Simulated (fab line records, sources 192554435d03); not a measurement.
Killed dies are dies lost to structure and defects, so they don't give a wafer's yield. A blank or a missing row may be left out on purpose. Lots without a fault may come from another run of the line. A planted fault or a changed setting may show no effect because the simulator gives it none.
fab line records | flow n5_finfet
record lots=24 wafers=72 last_day=18
route steps=1938 shown BEOL_M14@1757 BEOL_M15@1784 PASS1_DEP@1831 MIM_TOP_ETCH@1852 MIM_BOT_LITHO@1863 TV_LITHO@1886
lots that met no fault: from a run of the same line without faults
start_h: hours from the record's first day to the start of the lot's first wafer shown | wait_h: hours since the lot's step before | " the same as in the row above | L1.1+2: a row that stands for several wafers | - no value, or no start given | * or withheld: withheld | < > ~ a bound
route shown NAME@n: a module of which the file shows steps, and the number in the route of the first | usual: mean/standard deviation of fault-free wafers | same: alike in all rows | chamber/n: place in a boat | sites: the reading at each site | _std_site: their standard deviation | _edge_site: outer sites' mean less inner sites' | radius_mm: how far each site lies from the wafer's centre | mask NAME#n: copy n | behind: the tool/chamber that last shaped the wafer | hold: why the lot was held/for how many hours/how that ended | device: the transistor (n, p or np) that didn't switch | end of line: the same wafers' tests at the end of the route | a step without rows: its recipe alone | killed: dies lost to structure and defects at the first sort, not the wafer's yield | map: a wafer's dies, x killed, . not, _ none there
set.NAME: the setting as run; set.NAME@STEP: as run at that earlier step | model.NAME: the simulator's own value behind a step, which no gauge read
steps of the route over a sample of lots; a table a step, a row a wafer
services: from which hour (start_h, from the record's first day; less than 0 if before it) a tool's chamber was out of use, for how many hours, and why
## steps
# step N5_BEOL_M14_ETCH_38
# recipe chemistry=CF4/N2 target=SiCN target_depth_a=1065 taper_deg=2 time_s=120.6 ion_energy_ev=150 mask_material=SiO2 pressure_mtorr=40 source_w=430 bias_w=70 Ar_flow_sccm=100 cf4_flow_sccm=60 n2_flow_sccm=60
# usual drypump_motor_current_A=5.8/0.44 n2_flow_sccm=60.03/0.18 oes_product_au=0.84/0.06 rf_vpp_V=382.5/1.6 showerhead_plenum_p_Torr=2.21/0.054 throttle_valve_pct=15.39/0.21
# columns lot.wafer tool chamber start_h wait_h drypump_motor_current_A n2_flow_sccm oes_product_au rf_hours_counter_h rf_vpp_V showerhead_plenum_p_Torr throttle_valve_pct
L076.1 rie_diel-03 3 - - 5.7 59.79 0.94 27 380.6 2.16 15.04
L076.4 " 1 " " 6.0 60.37 0.84 66 381.2 2.15 15.42
L076.6 " 2 " " 5.3 59.94 0.85 - 381.9 2.24 15.43
L074.2 rie_diel-01 3 - - 5.5 60.22 0.69 249 382.6 2.17 15.66
L074.3 " 1 " " 6.4 60.21 0.84 94 383.3 2.22 15.13
L074.6 " 1 " " 6.4 60.23 0.84 - 383.3 2.22 15.12
L077.2 rie_diel-01 0 - - 6.7 59.67 0.90 27 384.4 2.25 15.25
L077.5 " 0 " " 6.7 59.73 0.90 - 383.8 2.25 15.26
L077.6 " 1 " " 6.4 60.08 0.84 - 384.3 2.22 15.13
L075.2 rie_diel-06 1 - - 6.0 60.00 0.85 64 385.4 2.33 15.24
L075.5 " 0 " " 5.1 59.90 0.75 - 385.6 2.29 15.57
L075.6 " 3 " " 5.7 60.31 0.74 - 382.7 2.19 15.89
L078.1 rie_diel-03 1 - - 6.0 60.09 0.82 71 382.0 2.15 15.42
L078.3 " 3 " " 5.7 60.05 0.92 32 380.9 2.15 15.05
L078.5 " 2 " " 5.3 60.13 0.84 - 382.4 2.24 15.44
L079.1 rie_diel-03 3 - - 5.7 60.03 0.91 37 381.0 2.15 15.04
L079.2 " 2 " " 5.3 59.94 0.84 58 383.1 2.24 15.44
L079.4 " 3 " " 5.7 59.99 0.92 - 381.9 2.15 15.05
L080.1 rie_diel-06 0 - - 5.2 59.85 0.76 172 385.4 2.29 15.57
L080.3 " 3 " " 5.7 60.17 0.74 214 382.9 2.18 15.90
L080.4 " 2 " " 5.6 59.90 0.92 25 383.8 2.26 15.28
L082.2 rie_diel-06 0 - - 5.2 60.28 0.75 177 383.4 2.29 15.59
L082.4 " 1 " " 6.1 60.11 0.84 76 384.0 2.33 15.25
L082.6 " 3 " " 5.7 60.27 0.74 - 381.4 2.18 15.92
L081.1 rie_diel-03 1 - - 6.0 60.08 0.81 83 380.7 2.15 15.46
L081.3 " 2 " " 5.4 60.00 0.82 69 383.8 2.23 15.47
L081.5 " 1 " " 6.0 60.11 0.82 - 380.6 2.15 15.44
L084.3 rie_diel-03 2 - - 5.3 60.14 0.81 74 385.2 2.23 15.48
L084.4 " 3 " " 5.7 60.19 0.90 52 381.7 2.15 15.09
L084.5 " 1 " " 6.0 59.94 0.81 - 380.2 2.14 15.45
L083.1 rie_diel-03 3 - - 5.7 60.34 0.88 52 379.3 2.15 15.11
L083.5 " 2 " " 5.3 59.87 0.82 - 384.5 2.23 15.47
L083.6 " 1 " " 6.0 59.75 0.81 - 381.4 2.14 15.47
L086.1 rie_diel-06 0 - - 5.2 59.64 0.74 185 383.9 2.29 15.60
L086.2 " 3 " " 5.7 60.11 0.74 229 380.7 2.18 15.94
L086.5 " 3 " " 5.7 59.82 0.73 - 381.8 2.18 15.92
L085.1 rie_diel-03 0 - - 5.8 59.92 0.83 64 381.7 2.23 15.53
L085.4 " 2 " " 5.3 60.01 0.81 80 381.8 2.23 15.49
L085.5 " 1 " " 6.0 59.95 0.80 - 379.9 2.14 15.47
L088.2 rie_diel-01 1 - - 6.4 60.09 0.83 118 382.2 2.21 15.17
L088.3 " 2 " " 5.3 59.89 0.91 30 381.6 2.16 15.29
L088.5 " 1 " " 6.4 59.98 0.81 - 382.8 2.21 15.16
L087.3 rie_diel-06 1 - - 6.0 59.94 0.82 88 386.2 2.33 15.28
L087.4 " 2 " " 5.5 59.86 0.89 43 383.4 2.25 15.32
L087.6 " 0 " " 5.2 59.95 0.74 - 385.1 2.29 15.60
L089.1 rie_diel-03 0 - - 5.9 60.21 0.83 72 384.4 2.23 15.54
L089.2 " 1 " " 6.0 60.08 0.80 100 380.8 2.14 15.48
L089.4 " 3 " " 5.8 60.02 0.88 64 381.2 2.14 15.11
L090.3 rie_diel-01 2 - - 5.3 60.06 0.89 40 381.4 2.16 15.31
L090.4 " 1 " " 6.4 60.04 0.80 127 381.4 2.21 15.16
L090.6 " 3 " " 5.5 59.80 0.92 - 380.9 2.16 15.22
L091.1 rie_diel-01 2 - - 5.3 60.29 0.90 40 380.4 2.16 15.33
L091.3 " 3 " " 5.5 59.83 0.92 27 381.8 2.16 15.23
L091.4 " 1 " " 6.4 60.00 0.80 127 381.8 2.21 15.18
L092.2 rie_diel-06 2 - - 5.5 60.46 0.87 55 383.7 2.25 15.36
L092.4 " 3 " " 5.7 60.24 0.73 241 381.1 2.17 15.97
L092.6 " 3 " " 5.7 60.16 0.72 - 380.0 2.17 15.95
L093.2 rie_diel-01 0 - - 6.7 60.17 0.84 62 382.5 2.24 15.34
L093.5 " 1 " " 6.4 60.25 0.81 - 382.8 2.21 15.19
L093.6 " 2 " " 5.3 60.12 0.88 - 378.0 2.16 15.32
L096.2 rie_diel-01 1 - - 6.4 60.07 0.79 134 383.7 2.21 15.20
L096.3 " 3 " " 5.5 60.13 0.90 33 382.6 2.16 15.23
L096.4 " 2 " " 5.3 60.09 0.88 47 380.5 2.16 15.33
L094.1 rie_diel-06 1 - - 6.1 60.02 0.81 108 384.0 2.32 15.34
L094.4 " 2 " " 5.6 60.07 0.86 64 382.4 2.24 15.37
L094.6 " 2 " " 5.6 60.01 0.87 - 382.4 2.24 15.36
L095.1 rie_diel-01 3 - - 5.5 59.61 0.90 35 382.6 2.16 15.25
L095.3 " 0 " " 6.7 59.97 0.85 65 383.1 2.24 15.34
L095.4 " 2 " " 5.3 60.28 0.89 48 382.4 2.16 15.32
L097.1 rie_diel-03 0 - - 5.9 60.03 0.81 90 384.0 2.22 15.59
L097.2 " 2 " " 5.3 60.01 0.78 107 382.9 2.22 15.55
L097.6 " 2 " " 5.3 59.81 0.78 - 382.8 2.22 15.54
# step N5_BEOL_M15_OVL_MEAS_11
# recipe points_per_wafer=44
# usual V14_OVL=-1/4.7
# columns lot.wafer tool chamber start_h wait_h V14_OVL[nm]
L076.1 overlay-02 0 244.95 0.0 -10
L076.4 " 0 " " -10
L076.6 " 0 " " -6
L074.2 overlay-01 0 248.39 0.0 7
L074.3 " 0 " " 3
L074.6 " 0 " " 2
L077.2 overlay-01 0 260.39 0.0 -5
L077.5 " 0 " " -4
L077.6 " 0 " " 0
L075.2 overlay-01 0 260.42 0.0 -1
L075.5 " 0 " " -5
L075.6 " 0 " " 5
L078.1 overlay-01 0 260.60 0.0 1
L078.3 " 0 " " 3
L078.5 " 0 " " -1
L079.1 overlay-01 0 276.28 0.0 -2
L079.2 " 0 " " -3
L079.4 " 0 " " 2
L080.1 overlay-01 0 282.85 0.0 4
L080.3 " 0 " " 7
L080.4 " 0 " " 7
L082.2 overlay-02 0 294.66 0.0 -4
L082.4 " 0 " " -2
L082.6 " 0 " " -4
L081.1 overlay-02 0 297.37 0.0 -8
L081.3 " 0 " " -6
L081.5 " 0 " " 2
L084.3 overlay-01 0 309.83 0.0 -5
L084.4 " 0 " " 0
L084.5 " 0 " " 1
L083.1 overlay-01 0 310.91 0.0 7
L083.5 " 0 " " 9
L083.6 " 0 " " 5
L086.1 overlay-01 0 318.37 0.0 4
L086.2 " 0 " " -1
L086.5 " 0 " " -2
L085.1 overlay-02 0 322.85 0.1 -1
L085.4 " 0 " " -7
L085.5 " 0 " " 2
L088.2 overlay-01 0 327.36 0.0 5
L088.3 " 0 " " -3
L088.5 " 0 " " 4
L087.3 overlay-02 0 328.06 0.0 -2
L087.4 " 0 " " 1
L087.6 " 0 " " -12
L089.1 overlay-02 0 343.17 0.0 7
L089.2 " 0 " " 4
L089.4 " 0 " " 9
L090.3 overlay-01 0 356.45 0.0 -6
L090.4 " 0 " " -5
L090.6 " 0 " " -10
L091.1 overlay-01 0 356.72 0.0 -2
L091.3 " 0 " " -8
L091.4 " 0 " " -4
L092.2 overlay-01 0 363.01 0.0 -6
L092.4 " 0 " " -2
L092.6 " 0 " " -2
L093.2 overlay-02 0 374.80 0.0 -4
L093.5 " 0 " " -1
L093.6 " 0 " " 6
L096.2 overlay-02 0 380.28 0.0 0
L096.3 " 0 " " 8
L096.4 " 0 " " 2
L094.1 overlay-02 0 385.00 0.0 -5
L094.4 " 0 " " -9
L094.6 " 0 " " 0
L095.1 overlay-02 0 385.81 0.0 -1
L095.3 " 0 " " 1
L095.4 " 0 " " -7
L097.1 overlay-01 0 401.03 0.0 -4
L097.2 " 0 " " -4
L097.6 " 0 " " -8
# step N5_PASSIVATION_PECVD_00
# recipe material=SiO2 target_thk_a=2000 temp_c=400 precursor=SiH4/N2O pressure_torr=2.7 rf_w=608 time_s=11.2
# usual heater_power_w=664/110 showerhead_plenum_p_Torr=8.11/0.083 throttle_valve_pct=50.3/2.1
# columns lot.wafer tool chamber start_h wait_h heater_power_w showerhead_plenum_p_Torr throttle_valve_pct
L076.1 pecvd-04 0 250.81 0.8 535 8.23 52.4
L076.4 " 2 " " 821 8.14 46.7
L076.6 " 1 " " 542 8.17 50.3
L074.2 pecvd-04 2 255.84 0.7 734 8.14 46.7
L074.3 " 1 " " 474 8.15 50.5
L074.6 " 2 " " 741 8.16 46.9
L077.2 pecvd-03 1 267.59 0.7 695 8.13 50.5
L077.5 " 1 " " 568 8.09 50.6
L077.6 " 0 " " 810 8.04 51.1
L075.2 pecvd-04 2 268.52 0.7 795 8.14 46.9
L075.5 " 0 " " 482 8.22 52.2
L075.6 " 2 " " 830 8.12 46.8
L078.1 pecvd-03 0 269.48 0.8 878 8.05 51.2
L078.3 " 1 " " 690 8.14 50.7
L078.5 " 0 " " 692 8.04 50.8
L079.1 pecvd-03 2 283.31 0.8 852 8.15 51.3
L079.2 " 1 " " 575 8.14 50.4
L079.4 " 1 " " 601 8.12 50.7
L080.1 pecvd-01 1 291.31 0.8 605 8.11 51.9
L080.3 " 0 " " 534 7.93 52.4
L080.4 " 2 " " 555 8.14 46.0
L082.2 pecvd-01 2 300.08 0.7 531 8.10 46.2
L082.4 " 2 " " 556 8.13 46.3
L082.6 " 0 " " 631 7.92 52.1
L081.1 pecvd-01 2 302.35 0.8 632 8.13 46.1
L081.3 " 1 " " 587 8.09 51.9
L081.5 " 1 " " 588 8.08 51.8
L084.3 pecvd-04 1 318.89 0.5 516 8.15 50.6
L084.4 " 2 " " 828 8.15 46.9
L084.5 " 1 " " 518 8.15 50.4
L083.1 pecvd-01 2 320.92 0.8 585 8.13 46.0
L083.5 " 0 " " 568 7.93 51.9
L083.6 " 1 " " 594 8.08 51.9
L086.1 pecvd-04 0 323.52 0.8 573 8.25 52.0
L086.2 " 2 " " 850 8.14 47.0
L086.5 " 1 " " 572 8.15 50.2
L085.1 pecvd-01 0 328.04 0.8 678 7.92 51.9
L085.4 " 0 " " 662 7.95 52.0
L085.5 " 1 " " 592 8.10 51.5
L088.2 pecvd-03 1 336.07 0.7 692 8.12 50.6
L088.3 " 2 " " 781 8.16 51.6
L088.5 " 0 " " 721 8.06 51.2
L087.3 pecvd-03 0 336.22 0.5 815 8.07 51.4
L087.4 " 1 " " 715 8.13 50.7
L087.6 " 2 " " 755 8.18 51.3
L089.1 pecvd-03 1 352.04 0.8 688 8.11 50.8
L089.2 " 2 " " 712 8.16 51.4
L089.4 " 1 " " 559 8.12 50.2
L090.3 pecvd-04 2 363.03 0.5 683 8.13 47.1
L090.4 " 1 " " 535 8.16 50.4
L090.6 " 2 " " 680 8.15 47.2
L091.1 pecvd-01 0 363.17 0.8 679 7.93 52.0
L091.3 " 1 " " 597 8.09 51.8
L091.4 " 2 " " 564 8.14 46.3
L092.2 pecvd-03 2 368.90 0.7 796 8.14 51.6
L092.4 " 1 " " 565 8.12 50.6
L092.6 " 0 " " 814 8.02 51.3
L093.2 pecvd-03 2 380.04 0.7 855 8.17 51.8
L093.5 " 0 " " 794 8.04 51.0
L093.6 " 2 " " 876 8.18 51.7
L096.2 pecvd-03 0 385.22 0.7 826 8.03 51.3
L096.3 " 1 " " 599 8.12 50.8
L096.4 " 2 " " 843 8.18 51.5
L094.1 pecvd-04 1 390.09 0.8 467 8.16 50.2
L094.4 " 2 " " 757 8.16 47.2
L094.6 " 1 " " 476 8.15 50.3
L095.1 pecvd-01 0 390.64 0.8 570 7.93 52.0
L095.3 " 0 " " 593 7.94 52.4
L095.4 " 2 " " 566 8.12 46.6
L097.1 pecvd-03 0 407.13 0.8 837 8.03 51.2
L097.2 " 1 " " 720 8.12 50.9
L097.6 " 0 " " 833 8.05 51.3
# step N5_MIM_TOP_ETCH_STRIP_01
# recipe chemistry=O2 power_w=600 temp_c=60 pressure_mtorr=30 rf_frequency_hz=6e+07 bias_power_w=0 overash_fraction=0.5 o2_flow_sccm=225
# usual drypump_motor_current_A=5.7/0.51 oes_product_au=0.85/0.08 rf_vpp_V=3.6/1.4 showerhead_plenum_p_Torr=2.12/0.074 throttle_valve_pct=16.53/0.25
# columns lot.wafer tool chamber start_h wait_h drypump_motor_current_A oes_product_au rf_hours_counter_h rf_vpp_V showerhead_plenum_p_Torr throttle_valve_pct
L076.1 rie_diel-04 0 254.07 0.2 5.4 0.93 11 3.0 2.13 16.66
L076.4 " 3 " " 5.5 0.89 37 5.5 2.25 16.35
L076.6 " 2 " " 5.7 0.68 - 4.1 2.15 16.75
L074.2 rie_diel-05 0 258.95 0.1 5.4 0.68 232 2.2 2.15 16.61
L074.3 " 2 " " 6.5 0.88 58 4.5 2.06 16.68
L074.6 " 0 " " 5.5 0.69 - 3.2 2.15 16.61
L077.2 rie_diel-04 3 270.90 0.1 5.5 0.89 42 3.4 2.25 16.39
L077.5 " 0 " " 5.4 0.93 - 5.5 2.13 16.72
L077.6 " 1 " " 5.3 0.94 - 4.9 2.13 16.15
L078.1 rie_diel-04 3 274.45 0.5 5.5 0.88 44 6.2 2.25 16.38
L078.3 " 0 " " 5.4 0.94 18 3.3 2.13 16.70
L078.5 " 1 " " 5.3 0.95 - 4.0 2.13 16.14
L075.2 rie_diel-04 0 274.49 0.2 5.4 0.93 18 3.4 2.13 16.70
L075.5 " 3 " " 5.4 0.89 - 7.5 2.25 16.41
L075.6 " 0 " " 5.4 0.92 - 1.4 2.13 16.68
L079.1 rie_diel-04 3 287.31 0.2 5.5 0.89 48 6.7 2.25 16.40
L079.2 " 0 " " 5.4 0.90 22 0.9 2.13 16.72
L079.4 " 0 " " 5.4 0.91 - 1.8 2.13 16.72
L080.1 rie_diel-02 3 294.11 0.1 6.5 0.75 189 3.3 2.08 16.83
L080.3 " 1 " " 6.2 0.87 32 3.6 2.04 16.46
L080.4 " 0 " " 5.0 0.95 24 2.2 2.22 16.32
L082.2 rie_diel-02 0 303.81 0.1 5.1 0.94 28 2.8 2.22 16.38
L082.4 " 2 " " 6.7 0.80 111 3.5 2.10 16.95
L082.6 " 0 " " 5.1 0.93 - 3.1 2.22 16.37
L081.1 rie_diel-02 2 304.81 0.1 6.7 0.79 112 5.1 2.10 16.93
L081.3 " 1 " " 6.2 0.85 35 1.8 2.04 16.51
L081.5 " 1 " " 6.2 0.86 - 4.9 2.04 16.50
L084.3 rie_diel-02 3 321.18 0.1 6.4 0.73 197 5.8 2.07 16.85
L084.4 " 2 " " 6.7 0.78 117 5.3 2.10 16.98
L084.5 " 0 " " 5.0 0.90 - 5.7 2.21 16.37
L083.1 rie_diel-04 0 325.56 0.1 5.3 0.86 34 2.0 2.13 16.74
L083.5 " 3 " " 5.5 0.85 - 3.0 2.24 16.43
L083.6 " 0 " " 5.4 0.87 - 4.2 2.13 16.75
L086.1 rie_diel-04 3 327.31 0.1 5.5 0.85 60 5.0 2.24 16.42
L086.2 " 2 " " 5.7 0.97 9 4.0 2.15 16.27
L086.5 " 0 " " 5.4 0.89 - 2.8 2.13 16.74
L085.1 rie_diel-04 1 329.88 0.2 5.4 0.90 25 5.2 2.13 16.16
L085.4 " 3 " " 5.4 0.85 61 3.9 2.24 16.41
L085.5 " 0 " " 5.4 0.89 - 5.7 2.12 16.74
L088.2 rie_diel-04 0 337.56 0.1 5.4 0.87 38 2.6 2.13 16.80
L088.3 " 2 " " 5.7 0.95 13 5.8 2.15 16.31
L088.5 " 1 " " 5.3 0.89 - 1.1 2.13 16.20
L087.3 rie_diel-02 1 337.88 0.1 6.2 0.84 46 1.8 2.04 16.55
L087.4 " 0 " " 5.1 0.91 36 5.7 2.21 16.35
L087.6 " 0 " " 5.1 0.91 - 4.5 2.21 16.35
L089.1 rie_diel-04 2 355.26 0.1 5.7 0.91 18 3.6 2.14 16.31
L089.2 " 3 " " 5.5 0.84 69 2.3 2.24 16.46
L089.4 " 0 " " 5.4 0.87 42 1.5 2.12 16.75
L090.3 rie_diel-02 0 365.02 0.1 5.0 0.90 44 5.8 2.21 16.37
L090.4 " 3 " " 6.4 0.71 211 4.1 2.07 16.87
L090.6 " 3 " " 6.4 0.72 - 5.6 2.07 16.83
L091.1 rie_diel-05 1 365.53 0.3 5.6 0.70 196 3.5 2.01 16.71
L091.3 " 2 " " 6.5 0.82 94 5.1 2.04 16.77
L091.4 " 0 " " 5.4 0.96 - 3.0 2.14 16.16
L092.2 rie_diel-05 0 372.31 0.1 5.4 0.93 10 3.3 2.14 16.22
L092.4 " 1 " " 5.6 0.72 - 4.5 2.00 16.74
L092.6 " 0 " " 5.5 0.94 - 2.2 2.14 16.23
L093.2 rie_diel-05 2 383.25 0.1 6.4 0.81 100 4.4 2.04 16.77
L093.5 " 0 " " 5.4 0.91 - 5.2 2.14 16.24
L093.6 " 1 " " 5.6 0.71 - 1.9 2.00 16.69
L096.2 rie_diel-04 0 388.88 0.2 5.4 0.85 51 3.9 2.12 16.73
L096.3 " 2 " " 5.7 0.91 26 6.7 2.14 16.32
L096.4 " 1 " " 5.3 0.85 40 4.7 2.12 16.23
L094.1 rie_diel-05 0 393.92 0.1 5.5 0.91 18 4.3 2.13 16.23
L094.4 " 2 " " 6.5 0.81 103 3.9 2.04 16.74
L094.6 " 1 " " 5.6 0.71 - 6.4 2.00 16.69
L095.1 rie_diel-02 3 394.06 0.1 6.4 0.72 220 4.9 2.06 16.92
L095.3 " 2 " " 6.7 0.76 139 2.4 2.09 17.01
L095.4 " 0 " " 5.0 0.90 54 2.3 2.21 16.38
L097.1 rie_diel-05 0 409.41 0.1 5.4 0.92 22 1.7 2.13 16.29
L097.2 " 3 " " 6.4 0.75 155 3.6 2.01 16.68
L097.6 " 1 " " 5.6 0.70 - 5.0 2.00 16.71
# step N5_MIM_BOT_LITHO_OVL_MEAS_11
# recipe points_per_wafer=44
# usual MIM_BOT_OVL=1/5
# columns lot.wafer tool chamber start_h wait_h MIM_BOT_OVL[nm]
L076.1 overlay-01 0 254.52 0.0 5
L076.4 " 0 " " 4
L076.6 " 0 " " 3
L074.2 overlay-02 0 259.52 0.0 0
L074.3 " 0 " " -7
L074.6 " 0 " " -3
L077.2 overlay-02 0 271.50 0.0 -3
L077.5 " 0 " " -5
L077.6 " 0 " " 9
L078.1 overlay-02 0 274.90 0.0 -4
L078.3 " 0 " " -6
L078.5 " 0 " " 3
L075.2 overlay-01 0 275.07 0.0 1
L075.5 " 0 " " 5
L075.6 " 0 " " -2
L079.1 overlay-02 0 287.89 0.0 0
L079.2 " 0 " " 0
L079.4 " 0 " " 3
L080.1 overlay-01 0 294.56 0.0 -2
L080.3 " 0 " " 3
L080.4 " 0 " " 3
L082.2 overlay-01 0 304.28 0.0 2
L082.4 " 0 " " -4
L082.6 " 0 " " 2
L081.1 overlay-02 0 305.39 0.0 3
L081.3 " 0 " " 3
L081.5 " 0 " " 4
L084.3 overlay-02 0 321.75 0.0 -3
L084.4 " 0 " " -5
L084.5 " 0 " " 0
L083.1 overlay-02 0 326.15 0.0 4
L083.5 " 0 " " 12
L083.6 " 0 " " 3
L086.1 overlay-02 0 327.76 0.0 11
L086.2 " 0 " " 5
L086.5 " 0 " " 5
L085.1 overlay-01 0 330.33 0.0 2
L085.4 " 0 " " 0
L085.5 " 0 " " 6
L088.2 overlay-02 0 338.01 0.0 4
L088.3 " 0 " " 0
L088.5 " 0 " " -9
L087.3 overlay-01 0 338.46 0.0 0
L087.4 " 0 " " 10
L087.6 " 0 " " 11
L089.1 overlay-01 0 355.84 0.0 4
L089.2 " 0 " " 0
L089.4 " 0 " " -2
L090.3 overlay-02 0 365.60 0.0 2
L090.4 " 0 " " -2
L090.6 " 0 " " 3
L091.1 overlay-02 0 366.10 0.0 -7
L091.3 " 0 " " -6
L091.4 " 0 " " 0
L092.2 overlay-01 0 372.89 0.0 12
L092.4 " 0 " " 11
L092.6 " 0 " " 9
L093.2 overlay-01 0 383.70 0.0 -7
L093.5 " 0 " " 10
L093.6 " 0 " " -7
L096.2 overlay-01 0 389.33 0.0 3
L096.3 " 0 " " -3
L096.4 " 0 " " -1
L094.1 overlay-02 0 394.39 0.0 4
L094.4 " 0 " " 9
L094.6 " 0 " " 14
L095.1 overlay-02 0 394.64 0.0 2
L095.3 " 0 " " -1
L095.4 " 0 " " 2
L097.1 overlay-02 0 409.85 0.0 2
L097.2 " 0 " " 5
L097.6 " 0 " " 2
# step N5_PASSIVATION_DESCUM_12
# recipe chemistry=O2 time_s=7.9 source_power_w=50 bias_power_w=20 pressure_mtorr=20 rf_frequency_hz=2.712e+07 temp_c=40 o2_flow_sccm=225
# usual drypump_motor_current_A=5.9/0.54 oes_product_au=0.83/0.078 rf_vpp_V=243.3/1.4 showerhead_plenum_p_Torr=2.10/0.069 throttle_valve_pct=20.34/0.23
# columns lot.wafer tool chamber start_h wait_h drypump_motor_current_A oes_product_au rf_hours_counter_h rf_vpp_V showerhead_plenum_p_Torr throttle_valve_pct
L076.1 rie_diel-02 1 256.24 0.2 6.2 0.89 21 242.1 2.04 20.25
L076.4 " 3 " " 6.5 0.76 178 242.5 2.07 20.49
L076.6 " 3 " " 6.5 0.76 - 243.0 2.08 20.49
L074.2 rie_diel-02 0 261.67 0.3 5.0 0.98 16 245.4 2.22 20.08
L074.3 " 3 " " 6.5 0.76 179 241.3 2.07 20.50
L074.6 " 0 " " 5.0 0.97 - 246.0 2.22 20.09
L077.2 rie_diel-05 3 273.26 0.1 6.3 0.77 126 241.7 2.01 20.36
L077.5 " 2 " " 6.5 0.86 - 243.2 2.05 20.46
L077.6 " 1 " " 5.6 0.75 - 243.1 2.01 20.36
L078.1 rie_diel-02 0 279.10 0.1 5.1 0.95 21 245.6 2.21 20.09
L078.3 " 2 " " 6.7 0.80 104 242.5 2.10 20.70
L078.5 " 3 " " 6.5 0.75 - 242.8 2.07 20.50
L075.2 rie_diel-04 3 279.44 0.3 5.5 0.88 46 246.7 2.24 20.22
L075.5 " 1 " " 5.4 0.93 - 245.7 2.13 19.94
L075.6 " 3 " " 5.4 0.87 - 244.5 2.24 20.21
L079.1 rie_diel-02 0 290.22 0.0 5.0 0.94 24 244.7 2.21 20.10
L079.2 " 2 " " 6.7 0.80 107 242.4 2.10 20.72
L079.4 " 1 " " 6.2 0.87 31 243.0 2.04 20.29
L080.1 rie_diel-05 2 297.98 0.3 6.5 0.85 68 243.5 2.05 20.48
L080.3 " 3 " " 6.3 0.76 133 242.0 2.01 20.38
L080.4 " 0 " " 5.5 0.68 242 242.0 2.14 20.38
L082.2 rie_diel-05 2 307.72 0.0 6.4 0.85 71 242.4 2.05 20.47
L082.4 " 1 " " 5.6 0.73 173 240.3 2.01 20.38
L082.6 " 0 " " 5.4 0.69 - 245.8 2.14 20.37
L081.1 rie_diel-02 3 307.97 0.1 6.5 0.74 194 242.8 2.07 20.52
L081.3 " 0 " " 5.1 0.93 29 244.6 2.21 20.12
L081.5 " 2 " " 6.7 0.80 - 242.7 2.10 20.71
L084.3 rie_diel-05 3 324.58 0.0 6.4 0.76 141 243.0 2.01 20.40
L084.4 " 1 " " 5.6 0.73 - 243.9 2.01 20.38
L084.5 " 3 " " 6.4 0.76 - 242.1 2.01 20.40
L083.1 rie_diel-02 3 327.87 0.2 6.5 0.73 199 244.0 2.07 20.53
L083.5 " 1 " " 6.2 0.86 - 242.6 2.03 20.29
L083.6 " 3 " " 6.5 0.73 - 243.6 2.07 20.53
L086.1 rie_diel-02 2 331.42 0.2 6.7 0.78 120 243.7 2.09 20.73
L086.2 " 0 " " 5.1 0.92 34 245.4 2.21 20.12
L086.5 " 2 " " 6.7 0.78 - 245.5 2.09 20.73
L085.1 rie_diel-04 3 331.92 0.0 5.5 0.86 62 243.7 2.24 20.22
L085.4 " 0 " " 5.4 0.88 36 244.8 2.12 20.58
L085.5 " 1 " " 5.3 0.89 - 244.3 2.12 19.96
L088.2 rie_diel-04 0 341.06 0.1 5.4 0.88 38 243.7 2.12 20.57
L088.3 " 1 " " 5.3 0.89 28 244.2 2.12 19.95
L088.5 " 1 " " 5.3 0.88 - 246.0 2.12 19.97
L087.3 rie_diel-05 2 341.45 0.3 6.5 0.83 83 242.0 2.04 20.51
L087.4 " 1 " " 5.6 0.72 - 240.1 2.01 20.41
L087.6 " 3 " " 6.3 0.75 - 241.8 2.00 20.42
L089.1 rie_diel-05 2 359.25 0.0 6.4 0.84 90 241.7 2.04 20.51
L089.2 " 1 " " 5.6 0.73 193 242.7 2.00 20.41
L089.4 " 1 " " 5.6 0.73 - 240.3 2.00 20.41
L091.1 rie_diel-04 1 368.96 0.0 5.3 0.87 35 244.0 2.12 19.97
L091.3 " 3 " " 5.4 0.85 72 244.0 2.23 20.27
L091.4 " 0 " " 5.4 0.87 46 244.0 2.12 20.58
L090.3 rie_diel-05 1 369.23 0.1 5.6 0.71 197 242.3 2.00 20.42
L090.4 " 2 " " 6.5 0.83 - 241.1 2.04 20.53
L090.6 " 0 " " 5.4 0.95 - 244.1 2.13 20.01
L092.2 rie_diel-04 3 375.74 0.0 5.4 0.85 74 245.0 2.23 20.26
L092.4 " 1 " " 5.3 0.87 36 243.1 2.12 19.97
L092.6 " 2 " " 5.7 0.94 - 243.8 2.14 20.09
L093.2 rie_diel-04 2 386.89 0.1 5.7 0.92 26 243.0 2.14 20.09
L093.5 " 2 " " 5.7 0.92 - 245.9 2.14 20.08
L093.6 " 3 " " 5.5 0.84 - 245.3 2.23 20.26
L096.2 rie_diel-02 1 393.19 0.3 6.2 0.84 64 241.1 2.02 20.33
L096.3 " 0 " " 5.0 0.90 53 245.1 2.20 20.14
L096.4 " 2 " " 6.7 0.78 138 243.4 2.09 20.75
L095.1 rie_diel-02 0 396.43 0.0 5.1 0.90 54 244.7 2.20 20.13
L095.3 " 3 " " 6.5 0.72 220 242.4 2.06 20.56
L095.4 " 1 " " 6.2 0.82 65 243.6 2.02 20.35
L094.1 rie_diel-05 0 396.59 0.0 5.4 0.92 19 243.1 2.13 20.03
L094.4 " 1 " " 5.6 0.71 207 242.1 2.00 20.46
L094.6 " 2 " " 6.5 0.81 - 242.3 2.04 20.53
L097.1 rie_diel-04 1 413.19 0.0 5.4 0.85 49 244.6 2.11 20.00
L097.2 " 0 " " 5.4 0.84 57 244.1 2.11 20.61
L097.6 " 1 " " 5.4 0.85 - 244.2 2.11 19.98
## services
# columns tool chamber start_h hours kind
rie_diel-04 1 220.95 - clean
rie_diel-04 1 220.95 - consumable_replace:focus_ring
rie_diel-04 1 220.95 21.6 scheduled_down
rie_diel-04 1 220.95 21.6 vent_cycle
rie_diel-03 - 221.21 0.3 repair
pecvd-03 - 230.62 5.5 pm
rie_diel-04 2 265.06 - clean
rie_diel-04 2 265.06 - consumable_replace:focus_ring
rie_diel-04 2 265.06 27.9 scheduled_down
rie_diel-04 2 265.06 27.9 vent_cycle
pecvd-04 1 265.09 6.4 repair
rie_diel-03 1 267.61 8.5 repair
rie_diel-01 - 282.13 15.6 pm
rie_diel-03 0 288.61 3.7 repair
pecvd-04 0 302.31 12.1 repair
rie_diel-06 - 319.09 2.8 pm
rie_diel-02 0 324.30 6.3 repair
pecvd-01 2 347.36 12.4 repair
rie_diel-06 3 347.85 6.3 repair
rie_diel-03 1 374.86 2.7 repair
rie_diel-01 - 401.83 3.2 repair
rie_diel-02 - 401.95 1.9 repair
rie_diel-04 0 403.27 6.2 repair
rie_diel-04 3 406.70 9.0 repair
## key
fault none
